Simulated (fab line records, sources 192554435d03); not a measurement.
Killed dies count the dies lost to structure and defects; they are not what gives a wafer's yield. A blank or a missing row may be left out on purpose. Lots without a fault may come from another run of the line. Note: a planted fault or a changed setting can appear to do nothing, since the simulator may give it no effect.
Which of the tools did it? | flow n5Finfet | 33 wafers from 11 lots sampled at 3 of the route's 1938 steps

## WHAT EACH GAUGE READ, for each wafer
N5_MOL_CONTACT_COAG_CD_MEAS_99 targets a cd of 17.2 nm.
lot  | measured     | on       | cdNm (nm)
L275 | day 5 01:43  | cdSem-03 | 17.2 17.4 17.1
L276 | day 5 03:32  | cdSem-02 | 17.0 16.9 17.4
L277 | day 5 14:29  | cdSem-02 | 17.1 16.7 17.4
L278 | day 5 16:45  | cdSem-01 | 16.9 17.4 17.0
L282 | day 7 01:19  | cdSem-03 | 17.3 16.9 17.5
L283 | day 7 05:53  | cdSem-01 | 17.1 17.8 17.2
L284 | day 7 18:27  | cdSem-01 | 17.1 17.1 17.7
L286 | day 8 09:23  | cdSem-01 | 16.6 16.9 16.8
L289 | day 8 23:28  | cdSem-01 | 16.9 17.3 16.5
L295 | day 10 09:35 | cdSem-02 | 17.1 17.7 17.0
L296 | day 10 16:10 | cdSem-02 | 17.3 17.2 17.4

## TOOL THAT RAN EACH LOT (tool first, then ch and the chambers of the sampled wafers, then the start)
lot  | N5_MOL_CONTACT_COAG_ETCH_15       | N5_MOL_CONTACT_COAG_ETCH_110
L275 | rieDiel-05 ch 0,1,3, day 5 01:32  | rieDiel-05 ch 0,1,3, day 5 01:35
L276 | rieDiel-04 ch 0,1,2, day 5 03:22  | rieDiel-04 ch 0,1,2, day 5 03:25
L277 | rieDiel-02 ch 1,2,3, day 5 14:18  | rieDiel-02 ch 1,2,3, day 5 14:22
L278 | rieDiel-04 ch 0,1,2, day 5 16:34  | rieDiel-04 ch 0,1,2, day 5 16:38
L282 | rieDiel-02 ch 0,1, day 7 01:08    | rieDiel-02 ch 0,1, day 7 01:12
L283 | rieDiel-02 ch 0,1,2, day 7 05:43  | rieDiel-02 ch 0,1,2, day 7 05:46
L284 | rieDiel-05 ch 1,2,3, day 7 18:16  | rieDiel-05 ch 1,2,3, day 7 18:20
L286 | rieDiel-04 ch 0,1,3, day 8 09:12  | rieDiel-04 ch 0,1,3, day 8 09:16
L289 | rieDiel-04 ch 0,3, day 8 23:17    | rieDiel-04 ch 0,3, day 8 23:21
L295 | rieDiel-02 ch 0,1, day 10 09:25   | rieDiel-02 ch 0,1, day 10 09:29
L296 | rieDiel-05 ch 1,2,3, day 10 16:00 | rieDiel-05 ch 1,2,3, day 10 16:04
- N5_MOL_CONTACT_COAG_ETCH_15: etches SiNx in CH3F/O2, stops on Si:P, target depth 7 nm.
- N5_MOL_CONTACT_COAG_ETCH_110: etches Si in CF4/O2, target depth 2.5 nm, time 8 s.

## AS READ BY THE TOOLS THEMSELVES (means over the sampled wafers that have a number; for cases with no such wafer, the mark the record gives instead)
N5_MOL_CONTACT_COAG_ETCH_15.
lot  | tool       | drypumpMotorCurrentA (A) | oesProductAu (a.u.) | rfFwdPowerW (W) | rfVppV (V) | showerheadPlenumPTorr (Torr) | throttleValvePct (%)
L275 | rieDiel-05 | 6.0                      | 0.59                | 391.9           | 298.2      | 2.02                         | 16.19
L276 | rieDiel-04 | 5.8                      | 0.53                | 392.6           | 298.3      | 2.01                         | 16.28
L277 | rieDiel-02 | 5.5                      | 0.55                | 391.3           | 301.3      | 2.03                         | 16.47
L278 | rieDiel-04 | 5.9                      | 0.53                | 392.7           | 299.0      | 2.01                         | 16.28
L282 | rieDiel-02 | 6.1                      | 0.61                | 392.3           | 301.9      | 2.02                         | 16.26
L283 | rieDiel-02 | 5.6                      | 0.57                | 391.0           | 301.1      | 2.01                         | 16.38
L284 | rieDiel-05 | 5.8                      | 0.57                | 391.7           | 297.7      | 2.01                         | 16.18
L286 | rieDiel-04 | 5.6                      | 0.51                | 392.8           | 296.7      | 2.04                         | 16.37
L289 | rieDiel-04 | 5.5                      | 0.50                | 391.9           | 294.5      | 2.04                         | 16.45
L295 | rieDiel-02 | 5.9                      | 0.56                | 390.7           | 300.5      | 2.00                         | 16.42
L296 | rieDiel-05 | 5.8                      | 0.55                | 392.1           | 297.5      | 2.00                         | 16.22

N5_MOL_CONTACT_COAG_ETCH_110.
lot  | tool       | drypumpMotorCurrentA (A) | oesProductAu (a.u.) | rfFwdPowerW (W) | rfVppV (V) | showerheadPlenumPTorr (Torr) | throttleValvePct (%)
L275 | rieDiel-05 | 6.0                      | 0.81                | 198.2           | 127.7      | 2.25                         | 10.58
L276 | rieDiel-04 | 5.8                      | 0.72                | 198.8           | 127.7      | 2.24                         | 10.78
L277 | rieDiel-02 | 5.5                      | 0.75                | 198.0           | 129.1      | 2.25                         | 10.92
L278 | rieDiel-04 | 5.8                      | 0.72                | 199.8           | 128.6      | 2.24                         | 10.79
L282 | rieDiel-02 | 6.0                      | 0.83                | 197.8           | 128.3      | 2.25                         | 10.63
L283 | rieDiel-02 | 5.6                      | 0.79                | 197.8           | 129.3      | 2.24                         | 10.78
L284 | rieDiel-05 | 5.8                      | 0.78                | 197.9           | 127.7      | 2.23                         | 10.62
L286 | rieDiel-04 | 5.6                      | 0.69                | 198.4           | 127.4      | 2.26                         | 10.92
L289 | rieDiel-04 | 5.6                      | 0.67                | 198.4           | 126.6      | 2.26                         | 10.98
L295 | rieDiel-02 | 5.9                      | 0.76                | 196.9           | 129.1      | 2.23                         | 10.83
L296 | rieDiel-05 | 5.8                      | 0.75                | 197.6           | 128.1      | 2.22                         | 10.70

## THE ANSWER, worked out from the rows above alone
Rule: what is usual is taken from the lots themselves. Put in order of their means at a reading, lots are off if they are a third of the lots or fewer, leave a main group of 4 or more, and stand apart from it by a gap of 3 or more times the standard deviation of the main group's means; of several such gaps the widest counts. Not used: any main group whose means are identical at the precision the tables above print for the reading. A lot without any number at a reading at which 4 lots or more have one is off too. The other lots that the step has rows for count as sound. The gauges are gone through in route order, then the tools' own readings, and for those a lot's mean is taken as printed above. The first step at which some lot is off is used, and at that step the reading that is off furthest; a lot without a number counts as furthest.
Across all readings shown, no lot is off: no conclusion can be drawn from this.

## WHAT THE SIMULATOR PUT IN
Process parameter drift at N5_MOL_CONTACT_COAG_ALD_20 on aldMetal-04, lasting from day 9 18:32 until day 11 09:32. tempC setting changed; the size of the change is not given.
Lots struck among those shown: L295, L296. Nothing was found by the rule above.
